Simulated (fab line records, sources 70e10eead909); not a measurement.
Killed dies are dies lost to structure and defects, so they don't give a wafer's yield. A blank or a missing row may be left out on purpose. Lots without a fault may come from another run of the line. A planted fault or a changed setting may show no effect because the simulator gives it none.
fab line records | flow nand_harc
record lots=13 wafers=39 last_day=24
route steps=1159 shown P_ZERO_WELL@16
lots that met no fault: from a run of the same line without faults
start_h: hours from the record's first day to the start of the lot's first wafer shown | wait_h: hours since the lot's step before | " the same as in the row above | L1.1+2: a row that stands for several wafers | - no value, or no start given | * or withheld: withheld | < > ~ a bound
route shown NAME@n: a module of which the file shows steps, and the number in the route of the first | usual: mean/standard deviation of fault-free wafers | same: alike in all rows | chamber/n: place in a boat | sites: the reading at each site | _std_site: their standard deviation | _edge_site: outer sites' mean less inner sites' | radius_mm: how far each site lies from the wafer's centre | mask NAME#n: copy n | behind: the tool/chamber that last shaped the wafer | hold: why the lot was held/for how many hours/how that ended | device: the transistor (n, p or np) that didn't switch | end of line: the same wafers' tests at the end of the route | a step without rows: its recipe alone | killed: dies lost to structure and defects at the first sort, not the wafer's yield | map: a wafer's dies, x killed, . not, _ none there
set.NAME: the setting as run; set.NAME@STEP: as run at that earlier step | model.NAME: the simulator's own value behind a step, which no gauge read
steps of the route over a sample of lots; a table a step, a row a wafer
services: from which hour (start_h, from the record's first day; less than 0 if before it) a tool's chamber was out of use, for how many hours, and why
## steps
# step NHARC_P_ZERO_WELL_DESCUM_13
# recipe time_s=3 o2_flow_sccm=200 ar_flow_sccm=0 bias_power_w=0 chemistry=O2
# usual drypump_motor_current_A=5.7/0.34 oes_product_au=1.000/0.0072 rf_vpp_V=57.7/0.87 showerhead_plenum_p_Torr=1.92/0.077 throttle_valve_pct=11.312/0.0092
# columns lot.wafer tool chamber start_h wait_h drypump_motor_current_A oes_product_au rf_hours_counter_h rf_vpp_V showerhead_plenum_p_Torr throttle_valve_pct
L470.2 rie_diel-05 0 25.39 - 6.0 0.997 2 57.6 1.97 11.313
L470.1 " 1 " " 5.8 0.986 1 58.6 1.86 11.309
L470.6 " 1 " " 5.8 0.992 - 57.8 1.86 11.315
L471.2 rie_diel-13 3 31.40 - 5.6 0.999 8 56.2 2.03 11.305
L471.1 " 2 " " 5.1 1.005 8 58.8 1.82 11.309
L471.5 " 0 " " 5.9 1.009 - 57.7 1.85 11.303
L472.2 rie_diel-05 1 37.42 - 5.8 0.996 3 55.4 1.86 11.311
L472.4 " 2 " " 5.3 0.998 2 56.5 1.84 11.318
L472.3 " 0 " " 5.9 0.985 3 57.7 1.97 11.317
L473.3 rie_diel-08 2 43.34 - 5.8 1.005 4 57.3 2.06 11.318
L473.1 " 3 " " 5.7 1.002 4 55.9 1.84 11.304
L473.6 " 0 " " 5.7 0.993 - 59.4 1.89 11.315
L475.3 rie_diel-08 2 55.46 - 5.8 1.010 4 57.9 2.06 11.310
L475.4 " 0 " " 5.7 1.000 5 56.7 1.89 11.307
L475.2 " 1 " " 5.9 1.001 4 57.5 1.93 11.320
L476.1 rie_diel-05 2 61.41 - 5.2 0.997 3 58.3 1.84 11.323
L476.5 " 1 " " 5.8 0.988 - 58.8 1.86 11.303
L476.6 " 2 " " 5.2 1.001 - 58.1 1.84 11.339
L477.1 rie_diel-13 1 67.44 - 5.3 0.990 10 57.8 1.99 11.301
L477.2 " 2 " " 5.1 1.002 10 58.9 1.82 11.321
L477.5 " 1 " " 5.4 0.999 - 56.7 1.99 11.312
L478.3 rie_diel-08 2 73.41 - 5.8 1.009 5 58.2 2.06 11.311
L478.6 " 1 " " 5.9 0.997 - 56.2 1.93 11.293
L478.5 " 2 " " 5.8 1.012 - 58.3 2.06 11.300
L480.1 rie_diel-05 2 85.52 - 5.2 0.994 6 58.1 1.84 11.325
L480.2 " 3 " " 6.5 0.995 5 57.5 1.93 11.334
L480.4 " 0 " " 6.0 0.994 6 56.4 1.97 11.322
L488.2 rie_diel-13 0 133.62 - 5.9 1.000 2 58.5 1.85 11.311
L488.3 " 0 " " 5.9 0.998 - 58.6 1.85 11.290
L488.4 " 1 " " 5.3 1.000 - 57.5 1.99 11.313
L489.1 rie_diel-13 1 139.41 - 5.4 1.010 4 57.8 1.99 11.314
L489.2 " 3 " " 5.6 0.999 1 58.8 2.03 11.313
L489.3 " 0 " " 5.9 1.001 3 56.6 1.85 11.314
L490.2 rie_diel-05 2 145.41 - 5.2 1.009 10 57.7 1.84 11.310
L490.6 " 2 " " 5.2 1.002 - 58.2 1.84 11.312
L490.5 " 3 " " 6.4 0.994 - 58.3 1.93 11.325
L491.1 rie_diel-13 0 151.42 - 5.9 0.991 4 57.1 1.85 11.310
L491.3 " 1 " " 5.4 1.013 5 57.8 1.99 11.302
L491.5 " 3 " " 5.6 1.012 - 57.6 2.03 11.311
# step NHARC_P_ZERO_WELL_ETCH_63
# recipe target_depth_a=1200 time_s=40.1 hbr_flow_sccm=150 cl2_flow_sccm=50 rf_w=400 icp_w=400 bias_w=100 chemistry=HBr/Cl2
# usual drypump_motor_current_A=5.6/0.6 oes_product_au=1.000/0.0076 throttle_valve_pct=26.406/0.0087
# columns lot.wafer tool chamber start_h wait_h drypump_motor_current_A oes_product_au rf_hours_counter_h throttle_valve_pct
L470.1 rie_si-06 2 25.66 - 5.6 0.994 0.2 26.414
L470.2 " 3 " " 6.6 1.005 0.2 26.402
L470.6 " 3 " " 6.6 1.009 - 26.396
L471.2 rie_si-03 3 31.67 - 5.2 1.006 0.3 26.425
L471.1 " 0 " " 6.4 0.993 0.3 26.413
L471.5 " 3 " " 5.2 1.005 - 26.410
L472.3 rie_si-04 0 37.69 - 6.3 1.002 0.9 26.410
L472.2 " 1 " " 6.5 1.000 0.7 26.409
L472.4 " 3 " " 5.4 0.996 1.0 26.416
L473.1 rie_si-04 0 43.60 - 6.3 0.993 0.9 26.400
L473.3 " 2 " " 5.2 0.987 0.9 26.416
L473.6 " 0 " " 6.3 1.007 - 26.397
L475.2 rie_si-04 3 55.72 - 5.4 1.003 1.1 26.412
L475.4 " 0 " " 6.3 0.999 1.1 26.408
L475.3 " 1 " " 6.5 1.002 0.9 26.411
L476.1 rie_si-04 2 61.72 - 5.2 1.002 1.0 26.413
L476.6 " 0 " " 6.3 1.005 - 26.414
L476.5 " 1 " " 6.5 0.994 - 26.405
L477.2 rie_si-06 0 67.69 - 5.4 1.004 0.5 26.408
L477.1 " 2 " " 5.6 1.006 0.7 26.398
L477.5 " 1 " " 5.9 1.000 - 26.419
L478.3 rie_si-03 2 73.66 - 4.7 0.984 0.7 26.402
L478.6 " 2 " " 4.7 1.003 - 26.391
L478.5 " 3 " " 5.2 0.988 - 26.406
L480.4 rie_si-03 3 85.79 - 5.2 0.997 0.7 26.394
L480.2 " 0 " " 6.3 0.997 0.8 26.397
L480.1 " 1 " " 5.3 1.006 0.8 26.403
L488.2 rie_si-06 0 133.98 - 5.4 1.004 1.0 26.407
L488.3 " 2 " " 5.6 1.010 1.3 26.411
L488.4 " 3 " " 6.6 1.003 1.2 26.395
L489.2 rie_si-03 1 139.72 - 5.3 0.999 1.3 26.405
L489.3 " 2 " " 4.7 0.983 1.3 26.432
L489.1 " 3 " " 5.2 0.984 1.2 26.418
L490.2 rie_si-03 3 145.69 - 5.2 0.992 1.3 26.403
L490.6 " 3 " " 5.2 1.000 - 26.399
L490.5 " 1 " " 5.3 1.006 - 26.399
L491.3 rie_si-04 2 151.66 - 5.2 0.988 0.3 26.409
L491.1 " 3 " " 5.4 1.010 0.3 26.405
L491.5 " 2 " " 5.2 0.993 - 26.405
# step NHARC_P_ZERO_WELL_EXPOSE_21
# recipe na=0.6 target_cd_nm=720 dose_mj=22.31 mask_id=P_NWELL
# columns lot.wafer tool chamber start_h wait_h mask
L470.1+2+6 krf_scanner-04 0 26.43 - P_NWELL#0
L471.1+2+5 krf_scanner-04 0 32.30 - P_NWELL#0
L472.2+3+4 krf_scanner-01 0 38.49 - P_NWELL#0
L473.1+3+6 krf_scanner-04 0 44.35 - P_NWELL#0
L475.2+3+4 krf_scanner-04 0 56.50 - P_NWELL#0
L476.1+5+6 krf_scanner-04 0 62.34 - P_NWELL#0
L477.1+2+5 krf_scanner-01 0 68.46 - P_NWELL#0
L478.3+5+6 krf_scanner-02 0 74.44 - P_HVPW#0
L480.1+2+4 krf_scanner-02 0 86.55 - P_NWELL#0
L488.2+3+4 krf_scanner-02 0 134.77 - P_NWELL#0
L489.1+2+3 krf_scanner-04 0 140.49 - P_NWELL#0
L490.2+5+6 krf_scanner-02 0 146.48 - P_NWELL#0
L491.1+3+5 krf_scanner-04 0 152.44 - P_NWELL#0
# step NHARC_P_ZERO_WELL_CD_MEAS_24
# recipe target_cd_nm=720 landing_energy_ev=500
# usual cd_nm=719.9/1.2
# columns lot.wafer tool chamber start_h wait_h cd_nm
L470.1 cd_sem-01 0 26.59 - 719.4
L470.2 " 0 " " 720.9
L470.6 " 0 " " 720.4
L471.1 cd_sem-01 0 32.46 - 720.1
L471.2 " 0 " " 721.2
L471.5 " 0 " " 723.7
L472.2 cd_sem-03 0 38.65 - 718.1
L472.3 " 0 " " 717.2
L472.4 " 0 " " 717.4
L473.1 cd_sem-03 0 44.52 - 719.3
L473.3 " 0 " " 720.5
L473.6 " 0 " " 718.8
L475.2 cd_sem-01 0 56.65 - 718.9
L475.3 " 0 " " 719.6
L475.4 " 0 " " 719.5
L476.1 cd_sem-01 0 62.50 - 718.2
L476.5 " 0 " " 721.0
L476.6 " 0 " " 719.0
L477.1 cd_sem-01 0 68.62 - 721.3
L477.2 " 0 " " 719.7
L477.5 " 0 " " 721.2
L478.3 cd_sem-01 0 74.59 - -
L478.5 " 0 " " -
L478.6 " 0 " " -
L480.1 cd_sem-03 0 86.72 - 719.1
L480.2 " 0 " " 719.3
L480.4 " 0 " " 719.6
L488.2 cd_sem-01 0 134.92 - 717.8
L488.3 " 0 " " 720.7
L488.4 " 0 " " 717.7
L489.1 cd_sem-03 0 140.64 - 719.7
L489.2 " 0 " " 719.4
L489.3 " 0 " " 720.2
L490.2 cd_sem-02 0 146.63 - 722.3
L490.5 " 0 " " 720.8
L490.6 " 0 " " 721.5
L491.1 cd_sem-01 0 152.60 - 719.1
L491.3 " 0 " " 720.6
L491.5 " 0 " " 719.2
# step NHARC_P_ZERO_WELL_DESCUM_39
# recipe time_s=3 o2_flow_sccm=200 ar_flow_sccm=0 bias_power_w=0 chemistry=O2
# usual drypump_motor_current_A=5.7/0.32 oes_product_au=1.001/0.0072 rf_vpp_V=57.8/0.81 showerhead_plenum_p_Torr=1.92/0.08 throttle_valve_pct=11.312/0.0091
# columns lot.wafer tool chamber start_h wait_h drypump_motor_current_A oes_product_au rf_hours_counter_h rf_vpp_V showerhead_plenum_p_Torr throttle_valve_pct
L470.2 rie_diel-08 3 28.41 - 5.7 1.009 3 58.2 1.84 11.305
L470.1 " 0 " " 5.7 1.000 4 57.2 1.89 11.332
L470.6 " 2 " " 5.8 0.996 - 59.4 2.06 11.303
L471.1 rie_diel-05 1 34.29 - 5.8 0.998 3 58.6 1.86 11.320
L471.2 " 3 " " 6.4 1.005 2 55.4 1.93 11.316
L471.5 " 0 " " 6.0 1.006 - 57.8 1.97 11.325
L472.2 rie_diel-13 1 40.32 - 5.4 1.005 8 57.8 1.99 11.326
L472.4 " 2 " " 5.1 1.002 8 57.4 1.82 11.320
L472.3 " 3 " " 5.6 0.998 9 57.5 2.03 11.299
L473.1 rie_diel-05 1 46.33 - 5.8 0.986 3 56.9 1.86 11.308
L473.3 " 0 " " 6.0 0.991 3 57.1 1.97 11.317
L473.6 " 2 " " 5.3 0.996 - 58.3 1.84 11.315
L475.4 rie_diel-13 0 58.36 - 5.9 1.007 10 57.6 1.85 11.310
L475.2 " 1 " " 5.3 1.010 9 58.4 1.99 11.294
L475.3 " 3 " " 5.6 1.004 10 58.6 2.03 11.316
L476.1 rie_diel-08 3 64.17 - 5.7 1.009 5 57.8 1.84 11.316
L476.5 " 3 " " 5.7 1.011 - 56.9 1.84 11.321
L476.6 " 0 " " 5.6 0.998 - 56.9 1.89 11.325
L477.2 rie_diel-08 0 70.32 - 5.7 1.001 6 57.6 1.89 11.314
L477.1 " 1 " " 5.9 1.008 5 57.9 1.93 11.319
L477.5 " 3 " " 5.7 1.003 - 56.5 1.84 11.309
L478.3 rie_diel-13 2 76.26 - 5.1 0.995 11 56.2 1.82 11.322
L478.6 " 2 " " 5.1 0.997 - 59.3 1.82 11.306
L478.5 " 3 " " 5.6 1.012 - 57.0 2.03 11.327
L480.4 rie_diel-08 3 88.40 - 5.7 1.007 8 59.4 1.84 11.310
L480.2 " 0 " " 5.7 0.992 8 60.0 1.89 11.304
L480.1 " 1 " " 6.0 0.989 7 57.9 1.93 11.296
L488.2 rie_diel-08 1 136.74 - 5.9 0.994 0 57.4 1.93 11.296
L488.3 " 2 " " 5.8 1.001 0 57.7 2.06 11.302
L488.4 " 3 " " 5.7 1.006 0 57.0 1.84 11.305
L489.3 rie_diel-13 3 142.33 - 5.6 1.016 2 57.4 2.03 11.316
L489.2 " 0 " " 5.9 1.004 3 58.3 1.85 11.328
L489.1 " 1 " " 5.4 1.000 4 58.2 1.99 11.306
L490.2 rie_diel-13 0 148.45 - 5.9 1.003 4 57.8 1.85 11.308
L490.5 " 3 " " 5.6 1.013 - 58.9 2.03 11.310
L490.6 " 0 " " 5.9 1.002 - 57.3 1.85 11.320
L491.1 rie_diel-05 2 154.45 - 5.3 0.996 11 56.8 1.84 11.305
L491.3 " 3 " " 6.4 0.996 10 58.9 1.93 11.319
L491.5 " 0 " " 6.0 1.003 - 58.4 1.96 11.307
## services
# columns tool chamber start_h hours kind
rie_diel-13 0 4.55 - clean
krf_scanner-04 - 5.32 1.1 repair
rie_si-06 - 6.00 9.0 pm
krf_scanner-04 - 37.90 1.5 repair
krf_scanner-02 - 38.00 4.0 pm
krf_scanner-04 - 55.51 0.4 repair
krf_scanner-02 - 60.02 2.6 repair
rie_diel-05 3 60.80 5.5 repair
krf_scanner-02 - 71.01 0.3 repair
krf_scanner-01 - 77.76 0.3 repair
krf_scanner-04 - 80.73 0.3 repair
krf_scanner-01 - 84.00 4.0 pm
krf_scanner-02 - 95.81 1.6 repair
rie_diel-13 - 99.00 9.0 pm
rie_si-04 - 99.00 9.0 pm
krf_scanner-04 - 102.05 1.1 repair
krf_scanner-01 - 116.77 0.3 repair
krf_scanner-01 - 118.14 0.6 repair
rie_diel-08 - 124.80 9.0 pm
krf_scanner-04 - 126.00 4.0 pm
rie_diel-13 3 129.03 8.8 repair
rie_diel-13 2 131.68 11.2 repair
rie_si-03 0 144.63 17.3 repair
krf_scanner-02 - 146.76 0.7 repair
## key
first_sign step=NHARC_P_ZERO_WELL_EXPOSE_21 reading=mask direction=changed
effect step=NHARC_P_ZERO_WELL_CD_MEAS_24 reading=cd_nm direction=missing
met_at NHARC_P_ZERO_WELL_EXPOSE_21
struck_lots L478
later_rows_left_out L478.3,L478.5,L478.6
sort_left_out L478.3,L478.5,L478.6
tester_left_out L478
not_acting_at NHARC_P_ZERO_WELL_DESCUM_13,NHARC_P_ZERO_WELL_ETCH_63,NHARC_P_ZERO_WELL_DESCUM_39
fault kind=wrong_mask tool=any chamber=- onset_h=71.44 steps=NHARC_P_ZERO_WELL_EXPOSE_21 aux_copy=P_HVPW#0 scope=struck_lots_only
# tester_left_out: of these lots the tester's yield and bins aren't shown, on N5 and GAA mostly nor the transistor test; their killed dies are dies lost to structure and defects alone, not to doping, threshold or leakage, so they don't give the yield
# sort_left_out: the simulated sort isn't trusted on such a fault, so these wafers' sort isn't shown, and their yield isn't known
# later_rows_left_out: the simulator's readings of these wafers behind a module that went badly wrong aren't trusted and aren't shown, but for the sort
